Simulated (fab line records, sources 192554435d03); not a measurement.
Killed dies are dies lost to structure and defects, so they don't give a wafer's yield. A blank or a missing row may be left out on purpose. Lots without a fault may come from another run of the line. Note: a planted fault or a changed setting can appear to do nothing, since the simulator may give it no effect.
Which tool did it?    flow n5Finfet    Sampling: 24 lots, 72 wafers, 6 of 1938 route steps

## WHAT EACH GAUGE READ, for each wafer
N5_BEOL_M1_CD_MEAS_28: target cd y 23.3 nm.
lot   measured      on        cdNm (nm)
L074  day 5 23:37   cdSem-03  23.68 23.62 23.49
L075  day 6 10:18   cdSem-01  24.43 24.13 24.23
L076  day 6 13:41   cdSem-01  23.95 24.07 24.07
L077  day 6 22:08   cdSem-01  24.30 23.78 24.41
L078  day 7 00:25   cdSem-03  23.81 23.96 23.70
L079  day 7 10:36   cdSem-02  23.80 23.63 23.66
L080  day 7 19:39   cdSem-03  24.05 23.95 23.83
L081  day 7 19:22   cdSem-02  24.31 24.02 24.45
L082  day 7 22:38   cdSem-03  23.69 24.03 23.69
L083  day 8 12:52   cdSem-01  23.79 23.99 24.19
L084  day 8 14:33   cdSem-02  23.84 23.71 23.84
L085  day 9 00:46   cdSem-02  23.89 23.61 23.69
L086  day 9 12:17   cdSem-02  24.12 24.08 23.91
L087  day 9 12:14   cdSem-01  24.13 24.08 23.49
L088  day 9 12:42   cdSem-02  23.98 23.96 23.63
L089  day 9 17:03   cdSem-03  23.93 24.12 24.16
L090  day 10 01:50  cdSem-03  24.06 24.30 23.79
L091  day 10 10:05  cdSem-03  23.90 23.90 23.85
L092  day 10 15:31  cdSem-01  24.47 24.05 24.00
L093  day 10 16:05  cdSem-01  23.84 23.85 23.94
L094  day 11 04:41  cdSem-03  24.01 24.04 23.98
L095  day 11 09:18  cdSem-02  23.97 24.16 24.23
L096  day 11 19:17  cdSem-03  23.84 24.18 24.13
L097  day 11 21:44  cdSem-02  24.00 23.85 23.89

## WHICH TOOL RAN EACH LOT (tool, then ch and the chambers of the sampled wafers, then the start)
lot   N5_BEOL_M0_CUTY_ETCH_62            N5_BEOL_M0_STRIP_142               N5_BEOL_M0_SPUTTER_132       N5_BEOL_M0_ANNEAL_133        N5_BEOL_M1_STRIP_66
L074  rieDiel-06 ch 0,1, day 5 16:47     rieDiel-06 ch 0,2, day 5 17:37     pvdSputter-03, day 5 19:56   pvdSputter-03, day 5 20:01   rieDiel-02 ch 1,2,3, day 5 22:57
L075  rieDiel-05 ch 0,1,2, day 6 02:17   rieDiel-04 ch 1,2,3, day 6 04:58   pvdSputter-02, day 6 06:42   pvdSputter-02, day 6 06:47   rieDiel-01 ch 1,2,3, day 6 09:38
L076  rieDiel-05 ch 2,3, day 6 04:58     rieDiel-06 ch 0,1,2, day 6 06:17   pvdSputter-03, day 6 08:14   pvdSputter-03, day 6 08:19   rieDiel-02 ch 0,3, day 6 12:52
L077  rieDiel-04 ch 0,3, day 6 12:19     rieDiel-06 ch 1,2,3, day 6 16:40   pvdSputter-02, day 6 18:34   pvdSputter-02, day 6 18:39   rieDiel-03 ch 0,1, day 6 21:35
L078  rieDiel-06 ch 1,3, day 6 16:13     rieDiel-04 ch 0,3, day 6 16:57     pvdSputter-01, day 6 20:11   pvdSputter-01, day 6 20:16   rieDiel-03 ch 0,1,3, day 6 23:52
L079  rieDiel-05 ch 0,2,3, day 7 03:02   rieDiel-04 ch 0,1,3, day 7 03:44   pvdSputter-03, day 7 07:00   pvdSputter-03, day 7 07:05   rieDiel-02 ch 0,2,3, day 7 10:02
L080  rieDiel-04 ch 0,2, day 7 09:12     rieDiel-04 ch 1,3, day 7 12:02     pvdSputter-02, day 7 15:52   pvdSputter-02, day 7 15:57   rieDiel-01 ch 0,1,2, day 7 18:59
L081  rieDiel-05 ch 0,1,3, day 7 11:26   rieDiel-05 ch 1,2,3, day 7 12:19   pvdSputter-02, day 7 13:31   pvdSputter-02, day 7 13:35   rieDiel-01 ch 0,2,3, day 7 18:43
L082  rieDiel-05 ch 0,1,2, day 7 15:01   rieDiel-04 ch 0,1, day 7 17:38     pvdSputter-03, day 7 19:46   pvdSputter-03, day 7 19:51   rieDiel-01 ch 2,3, day 7 22:05
L083  rieDiel-04 ch 3, day 8 02:20       rieDiel-05 ch 1,2, day 8 04:52     pvdSputter-01, day 8 07:43   pvdSputter-01, day 8 07:48   rieDiel-01 ch 0,2,3, day 8 12:20
L084  rieDiel-04 ch 2,3, day 8 07:10     rieDiel-05 ch 0,1,2, day 8 07:50   pvdSputter-01, day 8 10:37   pvdSputter-01, day 8 10:41   rieDiel-03 ch 2,3, day 8 13:49
L085  rieDiel-04 ch 1,2,3, day 8 15:08   rieDiel-04 ch 1,2,3, day 8 18:05   pvdSputter-02, day 8 20:23   pvdSputter-02, day 8 20:28   rieDiel-03 ch 0,1,2, day 9 00:08
L086  rieDiel-05 ch 0,1,3, day 9 01:08   rieDiel-05 ch 0,2,3, day 9 04:47   pvdSputter-01, day 9 07:42   pvdSputter-01, day 9 07:47   rieDiel-02 ch 0,1,3, day 9 11:38
L087  rieDiel-05 ch 0,1,3, day 9 03:17   rieDiel-05 ch 0,3, day 9 04:41     pvdSputter-02, day 9 07:32   pvdSputter-02, day 9 07:37   rieDiel-01 ch 0,3, day 9 11:34
L088  rieDiel-06 ch 0,3, day 9 06:17     rieDiel-04 ch 2,3, day 9 07:06     pvdSputter-03, day 9 08:25   pvdSputter-03, day 9 08:30   rieDiel-01 ch 0,1,3, day 9 12:01
L089  rieDiel-06 ch 0,1,2, day 9 11:31   rieDiel-05 ch 1,2,3, day 9 12:11   pvdSputter-03, day 9 13:28   pvdSputter-03, day 9 13:32   rieDiel-01 ch 0,1,3, day 9 16:22
L090  rieDiel-04 ch 0,1,3, day 9 17:34   rieDiel-04 ch 1,2,3, day 9 18:13   pvdSputter-03, day 9 20:40   pvdSputter-03, day 9 20:44   rieDiel-02 ch 0,3, day 10 01:10
L091  rieDiel-04 ch 0,2, day 10 01:27    rieDiel-06 ch 1,3, day 10 02:51    pvdSputter-01, day 10 05:34  pvdSputter-01, day 10 05:39  rieDiel-02 ch 0,3, day 10 09:32
L092  rieDiel-05 ch 0,2,3, day 10 07:42  rieDiel-04 ch 1,2, day 10 08:28    pvdSputter-03, day 10 11:45  pvdSputter-03, day 10 11:50  rieDiel-02 ch 2,3, day 10 14:49
L093  rieDiel-05 ch 0,3, day 10 08:50    rieDiel-04 ch 1,2, day 10 10:04    pvdSputter-02, day 10 12:45  pvdSputter-02, day 10 12:50  rieDiel-02 ch 0,2,3, day 10 15:32
L094  rieDiel-05 ch 0,1, day 10 19:20    rieDiel-06 ch 1,2, day 10 21:30    pvdSputter-02, day 11 00:00  pvdSputter-02, day 11 00:05  rieDiel-01 ch 0,2, day 11 04:08
L095  rieDiel-04 ch 1,2,3, day 11 00:09  rieDiel-04 ch 0,1,3, day 11 03:40  pvdSputter-01, day 11 05:29  pvdSputter-01, day 11 05:34  rieDiel-03 ch 1,2,3, day 11 08:45
L096  rieDiel-05 ch 1,2,3, day 11 06:52  rieDiel-06 ch 1,3, day 11 12:34    pvdSputter-03, day 11 15:40  pvdSputter-03, day 11 15:44  rieDiel-02 ch 0,2,3, day 11 18:44
L097  rieDiel-06 ch 1,3, day 11 11:29    rieDiel-05 ch 0,3, day 11 12:37    pvdSputter-03, day 11 16:06  pvdSputter-03, day 11 16:11  rieDiel-02 ch 0,1,3, day 11 21:01
- N5_BEOL_M0_CUTY_ETCH_62: etches SiARC in CF4, time 58.5 s.
- N5_BEOL_M0_STRIP_142: strips in N2/H2, time 10 s.
- N5_BEOL_M0_SPUTTER_132: material Cu, target thk 4 nm, time 7.37 s.
- N5_BEOL_M0_ANNEAL_133: time 60 s.
- N5_BEOL_M1_STRIP_66: strips in CF4.

## WHAT THE TOOLS THEMSELVES READ (means of the sampled wafers that have a number; where no wafer has one, the mark that the record gives instead)
N5_BEOL_M0_CUTY_ETCH_62.
lot   tool        drypumpMotorCurrentA (A)  etchRfOnTimeS (s)  oesProductAu (a.u.)  rfVppV (V)  showerheadPlenumPTorr (Torr)  throttleValvePct (%)
L074  rieDiel-06  5.9                       58.1               0.63                 182.7       2.02                          15.77
L075  rieDiel-05  6.1                       57.0               0.67                 183.1       2.10                          15.74
L076  rieDiel-05  6.1                       57.3               0.69                 184.1       2.14                          15.51
L077  rieDiel-04  5.6                       58.1               0.65                 184.6       2.18                          15.76
L078  rieDiel-06  5.4                       58.0               0.70                 182.4       2.01                          15.64
L079  rieDiel-05  5.9                       57.5               0.66                 183.7       2.13                          15.63
L080  rieDiel-04  5.6                       58.6               0.63                 184.7       2.23                          15.73
L081  rieDiel-05  5.8                       56.7               0.65                 183.8       2.09                          15.78
L082  rieDiel-05  6.1                       57.6               0.65                 183.3       2.10                          15.78
L083  rieDiel-04  4.9                       57.1               0.63                 182.8       2.06                          15.83
L084  rieDiel-04  4.9                       59.9               0.61                 184.1       2.16                          15.76
L085  rieDiel-04  5.2                       59.0               0.65                 184.1       2.15                          15.78
L086  rieDiel-05  5.7                       57.4               0.64                 183.2       2.09                          15.81
L087  rieDiel-05  5.7                       57.9               0.63                 183.6       2.09                          15.82
L088  rieDiel-06  5.6                       57.9               0.71                 183.7       2.09                          15.50
L089  rieDiel-06  5.9                       58.3               0.65                 183.7       2.08                          15.64
L090  rieDiel-04  5.6                       57.9               0.66                 184.3       2.15                          15.80
L091  rieDiel-04  5.3                       60.8               0.60                 185.2       2.21                          15.76
L092  rieDiel-05  5.9                       57.7               0.64                 184.7       2.12                          15.70
L093  rieDiel-05  5.6                       57.9               0.63                 184.2       2.11                          15.83
L094  rieDiel-05  5.8                       58.4               0.61                 184.4       2.08                          15.95
L095  rieDiel-04  5.2                       59.5               0.63                 184.3       2.14                          15.82
L096  rieDiel-05  6.0                       56.7               0.64                 183.1       2.09                          15.73
L097  rieDiel-06  5.3                       57.1               0.71                 182.7       2.05                          15.55

N5_BEOL_M0_STRIP_142.
lot   tool        drypumpMotorCurrentA (A)  h2FlowSccm (sccm)  oesProductAu (a.u.)  rfVppV (V)  showerheadPlenumPTorr (Torr)  throttleValvePct (%)
L074  rieDiel-06  6.2                       199.3              0.78                 59.4        2.54                          23.81
L075  rieDiel-04  5.2                       200.0              0.80                 59.5        2.55                          23.81
L076  rieDiel-06  5.9                       199.8              0.79                 58.6        2.47                          23.63
L077  rieDiel-06  5.4                       200.3              0.88                 58.9        2.46                          23.44
L078  rieDiel-04  5.3                       200.1              0.75                 58.3        2.52                          23.97
L079  rieDiel-04  5.6                       200.5              0.79                 59.3        2.57                          23.98
L080  rieDiel-04  5.2                       199.9              0.79                 58.7        2.49                          23.95
L081  rieDiel-05  6.0                       199.7              0.78                 59.5        2.49                          23.49
L082  rieDiel-04  5.9                       199.8              0.84                 59.8        2.61                          23.99
L083  rieDiel-05  6.3                       199.8              0.76                 59.7        2.46                          23.60
L084  rieDiel-05  6.1                       199.7              0.76                 59.2        2.50                          23.77
L085  rieDiel-04  5.2                       200.2              0.77                 58.8        2.54                          23.84
L086  rieDiel-05  5.9                       200.0              0.76                 58.5        2.53                          23.66
L087  rieDiel-05  5.5                       200.1              0.75                 58.7        2.51                          23.60
L088  rieDiel-04  4.9                       200.1              0.72                 59.2        2.56                          23.71
L089  rieDiel-05  6.0                       199.9              0.75                 59.0        2.49                          23.51
L090  rieDiel-04  5.2                       200.1              0.75                 60.0        2.54                          23.85
L091  rieDiel-06  5.4                       200.1              0.77                 58.5        2.36                          23.64
L092  rieDiel-04  5.5                       199.9              0.79                 59.0        2.58                          23.86
L093  rieDiel-04  5.5                       200.5              0.79                 59.0        2.58                          23.87
L094  rieDiel-06  5.6                       199.5              0.82                 59.0        2.47                          23.34
L095  rieDiel-04  5.6                       200.3              0.76                 59.1        2.55                          24.03
L096  rieDiel-06  5.4                       200.8              0.76                 58.1        2.36                          23.65
L097  rieDiel-05  5.6                       200.2              0.72                 59.2        2.51                          23.91

N5_BEOL_M0_SPUTTER_132.
lot   tool           throttleValvePct (%)
L074  pvdSputter-03  30.2
L075  pvdSputter-02  30.4
L076  pvdSputter-03  29.4
L077  pvdSputter-02  30.4
L078  pvdSputter-01  30.3
L079  pvdSputter-03  30.1
L080  pvdSputter-02  30.4
L081  pvdSputter-02  30.5
L082  pvdSputter-03  29.5
L083  pvdSputter-01  31.0
L084  pvdSputter-01  30.5
L085  pvdSputter-02  30.5
L086  pvdSputter-01  31.5
L087  pvdSputter-02  29.9
L088  pvdSputter-03  29.5
L089  pvdSputter-03  29.6
L090  pvdSputter-03  30.2
L091  pvdSputter-01  31.4
L092  pvdSputter-03  30.2
L093  pvdSputter-02  30.7
L094  pvdSputter-02  30.3
L095  pvdSputter-01  31.4
L096  pvdSputter-03  30.2
L097  pvdSputter-03  29.5

N5_BEOL_M0_ANNEAL_133.
lot   tool           heaterPowerW (W)
L074  pvdSputter-03  889
L075  pvdSputter-02  879
L076  pvdSputter-03  876
L077  pvdSputter-02  870
L078  pvdSputter-01  842
L079  pvdSputter-03  911
L080  pvdSputter-02  884
L081  pvdSputter-02  856
L082  pvdSputter-03  888
L083  pvdSputter-01  842
L084  pvdSputter-01  835
L085  pvdSputter-02  872
L086  pvdSputter-01  834
L087  pvdSputter-02  931
L088  pvdSputter-03  872
L089  pvdSputter-03  899
L090  pvdSputter-03  831
L091  pvdSputter-01  821
L092  pvdSputter-03  894
L093  pvdSputter-02  879
L094  pvdSputter-02  892
L095  pvdSputter-01  852
L096  pvdSputter-03  890
L097  pvdSputter-03  829

N5_BEOL_M1_STRIP_66.
lot   tool        drypumpMotorCurrentA (A)  oesProductAu (a.u.)  rfVppV (V)  showerheadPlenumPTorr (Torr)  throttleValvePct (%)
L074  rieDiel-02  5.5                       0.79                 270.4       1.76                          13.50
L075  rieDiel-01  5.3                       0.86                 272.7       1.86                          13.55
L076  rieDiel-02  5.4                       0.78                 271.9       1.82                          13.62
L077  rieDiel-03  5.2                       0.74                 271.7       1.79                          13.82
L078  rieDiel-03  5.4                       0.75                 272.1       1.82                          13.76
L079  rieDiel-02  5.7                       0.79                 270.4       1.78                          13.65
L080  rieDiel-01  5.6                       0.84                 272.8       1.89                          13.58
L081  rieDiel-01  5.4                       0.80                 272.5       1.85                          13.61
L082  rieDiel-01  5.1                       0.81                 271.0       1.81                          13.59
L083  rieDiel-01  5.4                       0.79                 272.1       1.84                          13.62
L084  rieDiel-03  6.2                       0.75                 272.5       1.86                          13.50
L085  rieDiel-03  5.6                       0.73                 270.8       1.82                          13.73
L086  rieDiel-02  5.3                       0.76                 270.8       1.78                          13.52
L087  rieDiel-01  5.8                       0.71                 271.5       1.83                          13.79
L088  rieDiel-01  5.7                       0.77                 272.4       1.84                          13.74
L089  rieDiel-01  5.7                       0.76                 272.2       1.84                          13.76
L090  rieDiel-02  5.5                       0.80                 272.5       1.84                          13.56
L091  rieDiel-02  5.5                       0.80                 272.1       1.84                          13.57
L092  rieDiel-02  5.8                       0.81                 271.1       1.81                          13.58
L093  rieDiel-02  5.7                       0.77                 271.2       1.77                          13.70
L094  rieDiel-01  5.3                       0.82                 273.6       1.87                          13.53
L095  rieDiel-03  5.8                       0.73                 272.3       1.84                          13.65
L096  rieDiel-02  5.6                       0.76                 270.3       1.77                          13.72
L097  rieDiel-02  5.3                       0.75                 271.4       1.78                          13.56

## THE ANSWER, worked out from the rows above alone
Rule: the usual values come from the lots themselves. The widest of any qualifying gaps counts: lots, ordered by their means at a reading, are off when they make up no more than a third of the lots, leave a main group of 4 or more, and stand apart from it by 3 or more times the standard deviation of that group's means. Not used: any main group whose means are identical at the precision the tables above print for the reading. Also off: a lot with no number at a reading for which 4 or more lots have one. All remaining lots with rows at the step are treated as sound. The gauges are gone through in route order, then the tools' own readings, and for those a lot's mean is taken as printed above. At the first step where some lot is off, the reading lying furthest off is the one used; lots without a number count as furthest.
Nothing can be told from this: no lot is off at any reading shown.

## WHAT THE SIMULATOR HAD INSERTED
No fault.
